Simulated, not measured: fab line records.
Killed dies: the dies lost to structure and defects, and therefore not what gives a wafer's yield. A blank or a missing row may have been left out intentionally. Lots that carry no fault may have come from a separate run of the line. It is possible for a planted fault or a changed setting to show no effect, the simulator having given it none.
Chamber matching | flow nand_harc | rie_diel-08 running NHARC_A_ZERO_WELL_ETCH_19: 4 sister chambers
The step etches the open film in N2/H2, target depth 80 nm, overetch 24 nm, time 87.88 s. 4 wafers are shown with their chamber, then 12 later ones without.

== WAFERS, EACH WITH ITS CHAMBER ==
wafer  | chamber | drypump_motor_current_A (A)
L089.4 | 0       | 6.3
L089.5 | 2       | 5.7
L088.3 | 1       | 5.1
L088.6 | 3       | 5.8

== WAFERS MISSING THEIR CHAMBER ==
wafer  | drypump_motor_current_A (A)
L092.1 | 5.2
L092.2 | 5.8
L092.6 | 5.6
L093.2 | 5.2
L093.3 | 5.8
L093.4 | 6.3
L093.1 | 5.7
L093.5 | 5.2
L093.6 | 6.3
L094.1 | 6.3
L094.4 | 5.7
L094.6 | 6.3

== CHAMBER TAKEN BY EACH ==
wafer  | from the rows above     | in truth
L092.1 | 1                       | 1
L092.2 | can't be placed: 3 or 2 | 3
L092.6 | can't be placed: 2 or 3 | 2
L093.2 | 1                       | 1
L093.3 | can't be placed: 3 or 2 | 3
L093.4 | 0                       | 0
L093.1 | can't be placed: 2 or 3 | 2
L093.5 | 1                       | 1
L093.6 | 0                       | 0
L094.1 | 0                       | 0
L094.4 | can't be placed: 2 or 3 | 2
L094.6 | 0                       | 0
Correct placement for 7 of the 12. From these rows, 5 cannot be placed; in 5 the true chamber is one of the candidates. Wrongly placed: 0.
How it was worked out, from the rows above alone: a wafer's distance from a chamber is the root of the sum, over the readings, of the square of ((its reading less the chamber's mean) divided by the reading's scatter). If the next closest chamber is less than 2 further off than the closest, the wafer can't be placed; otherwise it belongs to the closest. For every chamber, the mean is computed from those of its wafers that are shown. The scatter (one wafer shown for each chamber): square how far every hidden wafer sits from the nearest shown wafer, average those squares and take the square root.
